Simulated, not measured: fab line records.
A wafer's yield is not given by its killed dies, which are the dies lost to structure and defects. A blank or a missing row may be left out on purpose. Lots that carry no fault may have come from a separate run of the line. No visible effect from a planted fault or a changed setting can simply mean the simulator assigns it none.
fab line records	flow nand-harc	part 1 of 2: steps 1 to 25 of 35
[record] lots = 5	wafers = 15	last-day = 24
route steps=1159 shown A_WL_FILL@817 A_CONTACT@840
lots that met no fault: from a run of the same line without faults
start-h: hours from the record's opening day to when the first of the lot's shown wafers began	wait-h: hours since the lot's step before	" repeats the value in the row above	L1.1+2: a row that stands for several wafers	- value missing, or start not given	* or withheld: withheld	< > ~ a bound
route shown NAME@n: names a module that has steps shown in the file, with the first one's number in the route	usual: average and standard deviation across the fault-free wafers	same: alike in all rows	chamber/n: place in a boat	sites: each site's reading	_std_site: the standard deviation of these	_edge_site: outer sites' mean less inner sites'	radius-mm: for every site, how far away it sits from the centre of the wafer	mask NAME#n: copy n	behind: the tool/chamber that last shaped the wafer	hold: what put the lot on hold/how long, in hours/how the hold closed	device: the n, p or np transistor that did not switch	end of line: tests run on the same wafers once the route is complete	where a step has no rows: the recipe by itself	killed: the dies lost at the first sort to structure and to defects; this is not the yield of the wafer	map: a wafer's dies, marking killed ones x, the rest . and places with no die _
set.NAME: setting as actually run; set.NAME@STEP: the setting as run at that earlier step	model.NAME: the simulator's own value behind a step, which no gauge read
lots at selected steps of the route; one table per step, one row per wafer
services: the hour from which a tool's chamber was out of use, counted from the record's first day as start-h (under 0 if before that day), plus the number of hours and why
[[steps]]
[step NHARC_A_WL_FILL_STRIP_28]
[recipe] time-s = 1200	temp-c = 72.5	chemistry = post-etch-residue-remover
[usual] bath-guard-temp-C = 72.5/0.5
lot.wafer	tool	chamber	start-h	wait-h	bath-guard-temp-C
L074.2	wet-bench-03	1	332.21	0.2	71.7
L074.5	"	3	"	"	72.5
L074.6	"	4	"	"	72.3
L077.6	wet-bench-03	6	347.32	0.1	72.7
L077.3	"	7	"	"	72.9
L077.5	"	1	"	"	71.9
L079.6	wet-bench-01	7	368.40	0.1	72.5
L079.2	"	1	"	"	72.9
L079.4	"	2	"	"	72.2
L081.1	wet-bench-09	5	368.52	0.2	73.0
L081.6	"	6	"	"	72.0
L081.5	"	0	"	"	72.7
L097.3	wet-bench-03	0	468.65	0.1	72.7
L097.4	"	1	"	"	71.9
L097.6	"	2	"	"	72.8
[step NHARC_A_WL_FILL_PRECLEAN_06]
[recipe] time-s = 300	chemistry = DIW
lot.wafer	tool	chamber	start-h	wait-h
L074.2+5+6	wet-bench-03	1,3,4	-	-
L077.6+3+5	wet-bench-03	6,7,1	-	-
L079.6+2+4	wet-bench-01	7,1,2	-	-
L081.1+6+5	wet-bench-09	5,6,0	-	-
L097.3+4+6	wet-bench-03	0,1,2	-	-
[step NHARC_A_WL_FILL_SRD_07]
lot.wafer	tool	chamber	start-h	wait-h
L074.2+5+6	wet-bench-03	1,3,4	-	-
L077.6+3+5	wet-bench-03	6,7,1	-	-
L079.6+2+4	wet-bench-01	7,1,2	-	-
L081.1+6+5	wet-bench-09	5,6,0	-	-
L097.3+4+6	wet-bench-03	0,1,2	-	-
[step NHARC_A_WL_FILL_ANNEAL_08]
[recipe] temp-c = 450	time-s = 1800
[usual] tube-center-temp-C = 450/0.04
lot.wafer	tool	chamber	start-h	wait-h	tube-center-temp-C
L074.2	furnace-02	0	336.04	-	450
L074.5	"	0	"	"	449.97
L074.6	"	0	"	"	450.01
L077.3	furnace-02	0	351.13	-	449.97
L077.5	"	0	"	"	449.95
L077.6	"	0	"	"	449.99
L079.2	furnace-02	0	372.21	-	449.99
L079.4	"	0	"	"	449.96
L079.6	"	0	"	"	449.98
L081.1	furnace-02	0	372.21	-	449.97
L081.5	"	0	"	"	449.96
L081.6	"	0	"	"	449.96
L097.3	furnace-01	0	472.20	-	450.01
L097.4	"	0	"	"	449.98
L097.6	"	0	"	"	450.01
[step NHARC_A_WL_FILL_ALD_10]
[recipe] target-thk-a = 500	pulse-time-s = 10	ald-cycles = 500	temp-c = 300	material = SiO2
[usual] heater-power-w = 447/51	precursor-pulse-height-rel = 0.999/0.02
lot.wafer	tool	chamber	start-h	wait-h	heater-power-w	precursor-pulse-height-rel
L074.2	ald-hk-01	0	337.56	0.1	558	0.991
L074.6	"	0	339.63	2.1	537	0.961
L074.5	"	1	"	"	440	1.003
L077.3	ald-hk-01	0	353.68	1.1	532	0.978
L077.5	"	2	354.73	2.2	408	0.962
L077.6	"	3	"	"	405	0.995
L079.2	ald-hk-04	2	375.05	1.4	432	0.969
L079.4	"	3	"	"	464	0.987
L079.6	"	1	376.63	3.0	386	1.014
L081.1	ald-hk-01	2	375.42	1.8	413	1.010
L081.5	"	1	378.55	4.9	448	1.007
L081.6	"	2	379.59	5.9	413	1.006
L097.3	ald-hk-03	3	473.69	0.0	362	0.957
L097.4	"	1	474.71	1.1	507	1.011
L097.6	"	3	475.72	2.1	370	1.035
[step NHARC_A_WL_FILL_ETCHBACK_16]
[recipe] target-depth-a = 880	time-s = 17.6	c4f8-flow-sccm = withheld	o2-flow-sccm = 8	ar-flow-sccm = withheld	rf-w = 600	bias-w = 800	chemistry = C4F8/O2/Ar
[usual] oes-product-au = 0.98/0.034	rf-vpp-V = 722/4.3
lot.wafer	tool	chamber	start-h	wait-h	oes-product-au	rf-hours-counter-h	rf-vpp-V
L074.2	rie-diel-01	3	-	-	1.01	0.5	719
L074.5	"	1	"	"	1.01	-	720
L074.6	"	2	"	"	1.00	-	726
L077.3	rie-diel-03	0	-	-	0.93	4.4	723
L077.5	"	2	"	"	0.91	-	719
L077.6	"	3	"	"	0.91	-	727
L079.4	rie-diel-01	2	-	-	0.98	1.2	725
L079.2	"	3	"	"	0.99	1.1	717
L079.6	"	1	"	"	0.98	-	719
L081.1	rie-diel-01	2	-	-	0.99	1.4	724
L081.6	"	3	"	"	1.01	-	717
L081.5	"	0	"	"	1.01	-	726
L097.3	rie-diel-03	3	-	-	0.93	2.9	725
L097.4	"	1	"	"	0.93	2.8	726
L097.6	"	0	"	"	0.93	-	720
[step NHARC_A_WL_FILL_STRIP_29]
[recipe] time-s = 20	o2-flow-sccm = 500	ar-flow-sccm = 0	bias-w = 0	chemistry = O2
[usual] drypump-motor-current-A = 5.7/0.41	oes-product-au = 1.002/0.0099	rf-vpp-V = 57.9/0.9	showerhead-plenum-p-Torr = 3.51/0.14	throttle-valve-pct = 17.037/0.0089
lot.wafer	tool	chamber	start-h	wait-h	drypump-motor-current-A	oes-product-au	rf-hours-counter-h	rf-vpp-V	showerhead-plenum-p-Torr	throttle-valve-pct
L074.2	rie-diel-01	0	342.35	0.1	5.3	1.006	0.5	56.3	3.68	17.020
L074.6	"	3	"	"	6.1	0.999	-	55.6	3.33	17.044
L074.5	"	0	"	"	5.3	1.015	-	59.0	3.68	17.027
L077.3	rie-diel-03	0	357.43	0.1	4.9	1.017	4.4	57.5	3.44	17.028
L077.5	"	3	"	"	5.6	1.003	-	59.5	3.63	17.045
L077.6	"	0	"	"	4.9	1.015	-	58.0	3.44	17.033
L079.4	rie-diel-01	2	378.80	0.1	5.1	0.998	1.2	58.4	3.56	17.028
L079.2	"	1	"	"	6.0	0.996	1.2	58.3	3.41	17.034
L079.6	"	2	"	"	5.0	0.990	-	57.2	3.55	17.028
L081.1	rie-diel-01	0	382.28	0.1	5.3	1.005	1.4	59.0	3.68	17.034
L081.5	"	3	"	"	6.1	1.003	-	57.9	3.33	17.028
L081.6	"	0	"	"	5.3	1.007	-	60.0	3.68	17.051
L097.3	rie-diel-03	3	478.38	0.1	5.7	1.006	2.9	58.3	3.63	17.041
L097.4	"	1	"	"	5.7	1.012	2.8	58.0	3.66	17.043
L097.6	"	3	"	"	5.7	1.015	-	58.7	3.63	17.048
[step NHARC_A_WL_FILL_ETCHBACK_17]
[recipe] target-depth-a = 40	time-s = 26.7	chemistry = Cl2/BCl3
[usual] drypump-motor-current-A = 5.8/0.31	oes-product-au = 1.001/0.011
lot.wafer	tool	chamber	start-h	wait-h	drypump-motor-current-A	oes-product-au	rf-hours-counter-h
L074.2	rie-metal-03	1	342.47	-	5.8	1.012	-
L074.5	"	1	"	"	5.8	1.010	-
L074.6	"	1	"	"	5.8	1.015	-
L077.3	rie-metal-01	0	357.57	-	5.2	1.008	-
L077.6	"	1	"	"	6.1	1.009	-
L077.5	"	0	"	"	5.2	0.996	-
L079.2	rie-metal-01	1	378.91	-	6.1	1.013	1.5
L079.4	"	0	"	"	5.2	1.014	-
L079.6	"	1	"	"	6.1	1.020	-
L081.1	rie-metal-02	1	382.39	-	5.8	0.984	5.7
L081.6	"	0	"	"	5.6	0.979	-
L081.5	"	1	"	"	5.8	0.992	-
L097.3	rie-metal-01	1	478.50	-	6.0	1.002	-
L097.4	"	0	"	"	5.2	1.015	-
L097.6	"	0	"	"	5.2	1.014	-
[step NHARC_A_WL_FILL_PRECLEAN_18]
[recipe] time-s = 30	chemistry = dHF
lot.wafer	tool	chamber	start-h	wait-h
L074.6+2+5	wet-bench-01	3,7,0	342.74	0.1
L077.6+3+5	wet-bench-09	4,7,0	357.70	0.1
L079.6+2+4	wet-bench-03	1,2,6	379.07	0.1
L081.1+5+6	wet-bench-09	1,3,4	382.56	0.2
L097.3+4+6	wet-bench-09	1,2,3	478.65	0.1
[step NHARC_A_WL_FILL_SRD_21]
lot.wafer	tool	chamber	start-h	wait-h
L074.6+2+5	wet-bench-01	3,7,0	342.76	0.0
L077.6+3+5	wet-bench-09	4,7,0	357.73	0.0
L079.6+2+4	wet-bench-03	1,2,6	379.10	0.0
L081.1+5+6	wet-bench-09	1,3,4	382.58	0.0
L097.3+4+6	wet-bench-09	1,2,3	478.67	0.0
[step NHARC_A_WL_FILL_CVD_23]
[recipe] target-thk-a = 400	temp-c = 620	pressure-mtorr = 200	time-s = 800	material = poly-Si
[usual] pressure-mtorr = 199.9/0.36	tube-center-temp-C = 620/0.058
lot.wafer	tool	chamber	start-h	wait-h	pressure-mtorr	tube-center-temp-C
L074.2	lpcvd-poly-04	0	345.08	2.3	199.9	620.05
L074.5	"	0	"	"	199.6	620.05
L074.6	"	0	"	"	200.0	619.99
L077.3	lpcvd-poly-02	0	359.93	2.2	199.9	620.01
L077.5	"	0	"	"	199.6	620.02
L077.6	"	0	"	"	199.4	620.09
L079.2	lpcvd-poly-04	0	381.46	2.4	200.0	620.06
L079.4	"	0	"	"	200.0	619.93
L079.6	"	0	"	"	199.4	620.05
L081.1	lpcvd-poly-02	0	384.83	2.3	199.2	619.95
L081.5	"	0	"	"	199.6	620.15
L081.6	"	0	"	"	199.5	619.89
L097.3	lpcvd-poly-02	0	480.93	2.3	199.8	619.96
L097.4	"	0	"	"	200.2	619.96
L097.6	"	0	"	"	200.1	619.96
[step NHARC_A_WL_FILL_ETCHBACK_26]
[recipe] target-depth-a = 520	time-s = 13.3	hbr-flow-sccm = 150	rf-w = 350	icp-w = 350	bias-w = 60	chemistry = HBr
[usual] drypump-motor-current-A = 5.8/0.51	oes-product-au = 0.999/0.012	throttle-valve-pct = 23.266/0.0088
lot.wafer	tool	chamber	start-h	wait-h	drypump-motor-current-A	oes-product-au	rf-hours-counter-h	throttle-valve-pct
L074.2	rie-si-01	0	347.68	0.4	6.6	1.002	0.2	23.280
L074.5	"	0	"	"	6.6	1.005	-	23.269
L074.6	"	1	"	"	6.0	0.989	-	23.251
L077.3	rie-si-05	2	362.56	0.4	5.6	0.979	1.0	23.271
L077.6	"	3	"	"	6.0	1.002	-	23.286
L077.5	"	0	"	"	6.5	0.994	-	23.262
L079.4	rie-si-05	0	384.02	0.4	6.4	1.002	1.2	23.265
L079.2	"	3	"	"	6.0	1.000	1.1	23.257
L079.6	"	1	"	"	5.4	0.998	-	23.266
L081.1	rie-si-06	0	387.46	0.4	5.1	0.997	0.1	23.266
L081.6	"	3	"	"	5.7	1.019	-	23.273
L081.5	"	0	"	"	5.1	0.992	-	23.272
L097.3	rie-si-05	0	483.50	0.4	6.4	1.004	0.5	23.272
L097.4	"	1	"	"	5.3	1.013	0.5	23.265
L097.6	"	3	"	"	6.0	1.011	-	23.255
[step NHARC_A_WL_FILL_PRECLEAN_30]
[recipe] time-s = 10	chemistry = dHF
lot.wafer	tool	chamber	start-h	wait-h
L074.2+5+6	wet-bench-03	1,2,5	347.83	0.1
L077.5+3+6	wet-bench-09	4,6,7	362.67	0.1
L079.2+4+6	wet-bench-03	5,7,0	384.19	0.1
L081.5+1+6	wet-bench-03	0,1,5	387.59	0.1
L097.3+6+4	wet-bench-01	4,5,0	483.62	0.1
[step NHARC_A_WL_FILL_SRD_14]
lot.wafer	tool	chamber	start-h	wait-h
L074.2+5+6	wet-bench-03	1,2,5	347.85	0.0
L077.5+3+6	wet-bench-09	4,6,7	362.69	0.0
L079.2+4+6	wet-bench-03	5,7,0	384.20	0.0
L081.5+1+6	wet-bench-03	0,1,5	387.61	0.0
L097.3+6+4	wet-bench-01	4,5,0	483.64	0.0
[step NHARC_A_WL_FILL_ALD_19]
[recipe] target-thk-a = 20	pulse-time-s = 3	ald-cycles = 100	temp-c = 450	material = TiN
[usual] heater-power-w = 1084/150	precursor-pulse-height-rel = 1.000/0.021
lot.wafer	tool	chamber	start-h	wait-h	heater-power-w	precursor-pulse-height-rel
L074.2	ald-metal-01	1	347.97	0.1	985	0.969
L074.6	"	0	"	"	1015	1.019
L074.5	"	1	"	"	975	0.968
L077.3	ald-metal-01	2	362.83	0.1	1069	1.011
L077.5	"	0	"	"	1036	0.987
L077.6	"	1	"	"	1002	0.995
L079.2	ald-metal-02	1	384.33	0.1	1235	1.020
L079.4	"	0	"	"	1162	1.008
L079.6	"	2	"	"	1252	1.024
L081.1	ald-metal-03	1	387.75	0.1	1162	1.004
L081.5	"	3	"	"	810	1.022
L081.6	"	0	"	"	1217	1.015
L097.4	ald-metal-03	1	483.76	0.1	1163	1.045
L097.3	"	3	"	"	809	0.985
L097.6	"	1	"	"	1158	1.017
[step NHARC_A_WL_FILL_CVD_20]
[recipe] target-thk-a = 750	temp-c = 300	pressure-torr = 40	wf6-flow-sccm = 40	h2-flow-sccm = 1600	ar-flow-sccm = 1560	time-s = 5064	material = W
[usual] heater-power-w = 470/28	mfc-wf6-sccm = 39.99/0.12	throttle-valve-pct = 8.2/0.36
lot.wafer	tool	chamber	start-h	wait-h	heater-power-w	mfc-wf6-sccm	throttle-valve-pct
L074.2	cvd-w-01	0	-	-	484	40.21	7.5
L074.6	"	1	"	"	450	39.97	8.4
L074.5	"	0	"	"	478	39.97	7.7
L077.3	cvd-w-02	0	-	-	435	39.91	8.6
L077.6	"	0	"	"	443	40.04	8.8
L077.5	"	1	"	"	502	39.97	8.3
L079.2	cvd-w-02	0	-	-	423	39.94	8.3
L079.4	"	0	"	"	431	39.83	8.6
L079.6	"	1	"	"	505	40.00	7.8
L081.1	cvd-w-01	1	-	-	450	39.97	8.2
L081.6	"	0	"	"	481	40.03	7.6
L081.5	"	1	"	"	457	39.89	8.6
L097.3	cvd-w-01	1	-	-	467	40.08	8.3
L097.4	"	0	"	"	486	40.06	7.7
L097.6	"	1	"	"	463	40.10	7.9
[step NHARC_A_WL_FILL_CMP_12]
[recipe] t-overpolish-s = 30	target-thk-nm = 75
[usual] motor-current-A = 11.9/1.1	overpolish-run-s = 30.001/0.011	slurry-filter-dp-kPa = 13.50/0.15	time-to-endpoint-s = 14.7/2
lot.wafer	tool	chamber	start-h	wait-h	motor-current-A	overpolish-run-s	slurry-filter-dp-kPa	time-to-endpoint-s
L074.2	cmp-01	3	360.21	3.6	11.9	30.004	13.54	12.6
L074.6	"	2	"	"	11.3	29.995	13.50	15.1
L074.5	"	3	"	"	11.3	29.983	13.31	12.3
L077.3	cmp-01	3	370.03	2.9	12.0	29.993	13.56	13.1
L077.6	"	3	"	"	11.1	30.006	13.45	12.2
L077.5	"	0	"	"	12.2	30.014	13.45	12.3
L079.4	cmp-04	1	398.58	2.1	10.8	29.998	13.51	14.4
L079.2	"	0	"	"	12.7	29.996	13.34	17.5
L079.6	"	2	"	"	12.6	30.006	13.42	17.1
L081.1	cmp-01	3	401.64	3.6	11.6	30.003	13.59	12.6
L081.5	"	3	"	"	11.8	29.998	13.56	14.0
L081.6	"	0	"	"	12.1	29.995	13.02	14.9
L097.4	cmp-03	2	496.88	2.2	14.4	30.006	13.55	15.1
L097.3	"	3	"	"	13.3	29.992	13.35	14.8
L097.6	"	0	"	"	10.8	30.024	13.49	16.2
[step NHARC_A_WL_FILL_SRD_31]
lot.wafer	tool	chamber	start-h	wait-h
L074.6+2+5	wet-bench-09	6,1,2	360.51	0.0
L077.6+5+3	wet-bench-03	7,0,2	370.35	0.0
L079.6+4+2	wet-bench-01	7,0,2	398.91	0.0
L081.6+5+1	wet-bench-03	5,7,0	401.96	0.0
L097.3+4+6	wet-bench-09	7,0,2	497.16	0.0
[step NHARC_A_WL_FILL_INSPECT_15]
[usual] raw-defect-count = 420/150
lot.wafer	tool	chamber	start-h	wait-h	raw-defect-count
L074.2	defect-inspect-02	-	360.65	0.0	400
L074.5	"	-	"	"	389
L074.6	"	-	"	"	261
L077.3	defect-inspect-01	-	370.51	0.1	239
L077.5	"	-	"	"	259
L077.6	"	-	"	"	244
L079.2	defect-inspect-01	-	399.07	0.0	368
L079.4	"	-	"	"	271
L079.6	"	-	"	"	352
L081.1	defect-inspect-01	-	402.13	0.0	538
L081.5	"	-	"	"	792
L081.6	"	-	"	"	861
L097.3	defect-inspect-02	-	497.30	0.0	267
L097.4	"	-	"	"	308
L097.6	"	-	"	"	428
[step NHARC_A_CONTACT_DEP_24]
[recipe] target-thk-a = 5000	temp-c = 400	pressure-torr = 6.5	rf-w = 900	teos-flow-sccm = 161.4	flow-sccm = 2650	target-thk-nm = 500	gas = O2	material = SiO2
[usual] heater-power-w = 533/82	showerhead-vpp-V = 1880/67	throttle-valve-pct = 15.8/0.58
lot.wafer	tool	chamber	start-h	wait-h	heater-power-w	showerhead-vpp-V	throttle-valve-pct
L074.2	pecvd-03	2	360.78	0.1	433	1896	15.7
L074.6	"	1	"	"	477	1923	14.8
L074.5	"	2	"	"	454	1876	15.9
L077.3	pecvd-03	2	370.86	0.3	522	1911	15.7
L077.6	"	1	"	"	478	1910	14.9
L077.5	"	2	"	"	526	1912	15.6
L079.2	pecvd-02	0	399.26	0.2	422	1784	15.8
L079.4	"	1	"	"	499	1843	15.1
L079.6	"	0	"	"	446	1817	15.9
L081.1	pecvd-01	0	402.20	0.1	620	1949	16.1
L081.6	"	1	"	"	568	2036	16.2
L081.5	"	2	"	"	441	1895	15.9
L097.3	pecvd-02	0	497.65	0.3	410	1827	15.9
L097.6	"	1	"	"	393	1816	15.3
L097.4	"	2	"	"	576	1822	16.7
[step NHARC_A_CONTACT_DEP_28]
[recipe] target-thk-a = 36000	temp-c = 400	material = aC
[usual] throttle-valve-pct = 35.001/0.0078
lot.wafer	tool	chamber	start-h	wait-h	throttle-valve-pct
L074.2	acl-dep-03	0	365.81	4.5	35.002
L074.5	"	0	366.91	5.6	34.994
L074.6	"	0	"	"	34.994
L077.3	acl-dep-03	0	373.06	1.7	35.013
L077.5	"	0	"	"	35.004
L077.6	"	0	"	"	34.994
L079.2	acl-dep-01	0	400.12	0.4	34.995
L079.4	"	0	"	"	34.996
L079.6	"	0	"	"	34.992
L081.1	acl-dep-02	0	402.81	0.1	35.009
L081.5	"	0	404.26	1.5	34.995
L081.6	"	0	"	"	35.004
L097.3	acl-dep-03	0	498.86	0.8	34.999
L097.4	"	0	"	"	35.001
L097.6	"	0	"	"	35.012
[step NHARC_A_CONTACT_DEP_29]
[recipe] target-thk-a = 700	target-thk-nm = 70	temp-c = 400	pressure-torr = 3.5	flow-sccm = 200	rf-w = 350	material = SiON
[usual] heater-power-w = 726/82	showerhead-vpp-V = 1162/39
lot.wafer	tool	chamber	start-h	wait-h	heater-power-w	showerhead-vpp-V
L074.2	pecvd-02	0	367.67	1.5	650	1146
L074.6	"	1	"	"	664	1136
L074.5	"	2	"	"	709	1137
L077.3	pecvd-02	0	374.57	1.1	693	1118
L077.5	"	0	"	"	556	1130
L077.6	"	2	"	"	796	1142
L079.2	pecvd-02	0	402.04	1.6	556	1145
L079.4	"	2	"	"	821	1115
L079.6	"	0	"	"	588	1111
L081.1	pecvd-02	1	405.01	1.8	738	1134
L081.6	"	1	"	"	731	1128
L081.5	"	0	"	"	610	1124
L097.3	pecvd-03	2	500.40	1.2	624	1170
L097.6	"	1	"	"	802	1167
L097.4	"	2	"	"	623	1176
[step NHARC_A_CONTACT_DEHYDRATE_32]
[recipe] temp-c = 150	time-s = 120
[usual] chill-plate-temp-C = 22.99/0.099	heater-power-total-W = 182.7/1.3
lot.wafer	tool	chamber	start-h	wait-h	chill-plate-temp-C	heater-power-total-W
L074.2	litho-track-01	0	367.94	0.2	22.90	182.4
L074.5	"	0	"	"	22.98	180.9
L074.6	"	0	"	"	22.84	184.2
L077.3	litho-track-04	0	374.85	0.2	23.13	183.5
L077.5	"	0	"	"	22.98	183.9
L077.6	"	0	"	"	23.08	184.1
L079.2	litho-track-06	0	402.26	0.2	22.99	183.3
L079.4	"	0	"	"	23.16	183.3
L079.6	"	0	"	"	23.03	184.0
L081.1	litho-track-04	0	405.27	0.2	22.88	182.2
L081.5	"	0	"	"	22.98	183.0
L081.6	"	0	"	"	22.95	183.4
L097.3	litho-track-01	0	500.62	0.2	22.90	184.4
L097.4	"	0	"	"	22.77	183.7
L097.6	"	0	"	"	22.96	180.9
[step NHARC_A_CONTACT_HMDS_33]
[recipe] time-s = 30
[usual] chill-plate-temp-C = 23.01/0.1
lot.wafer	tool	chamber	start-h	wait-h	chill-plate-temp-C
L074.2	litho-track-01	0	-	-	23.07
L074.5	"	0	"	"	23.04
L074.6	"	0	"	"	23.11
L077.3	litho-track-04	0	-	-	22.99
L077.5	"	0	"	"	23.06
L077.6	"	0	"	"	23.04
L079.2	litho-track-06	0	-	-	23.01
L079.4	"	0	"	"	23.03
L079.6	"	0	"	"	22.96
L081.1	litho-track-04	0	-	-	22.97
L081.5	"	0	"	"	22.99
L081.6	"	0	"	"	23.05
L097.3	litho-track-01	0	-	-	23.10
L097.4	"	0	"	"	23.00
L097.6	"	0	"	"	23.04
[step NHARC_A_CONTACT_COAT_34]
[recipe] temp-c = 260	time-s = 75
[usual] chill-plate-temp-C = 23.00/0.096	heater-power-total-W = 486.9/1.6
lot.wafer	tool	chamber	start-h	wait-h	chill-plate-temp-C	heater-power-total-W
L074.2	litho-track-01	0	-	-	23.09	487.1
L074.5	"	0	"	"	22.88	486.4
L074.6	"	0	"	"	22.88	485.9
L077.3	litho-track-04	0	-	-	23.07	484.8
L077.5	"	0	"	"	23.00	487.1
L077.6	"	0	"	"	23.02	489.0
L079.2	litho-track-06	0	-	-	22.96	485.3
L079.4	"	0	"	"	23.15	486.7
L079.6	"	0	"	"	23.01	485.3
L081.1	litho-track-04	0	-	-	22.90	488.2
L081.5	"	0	"	"	22.86	484.9
L081.6	"	0	"	"	22.80	484.5
L097.3	litho-track-01	0	-	-	22.87	486.4
L097.4	"	0	"	"	23.10	489.1
L097.6	"	0	"	"	22.98	486.2
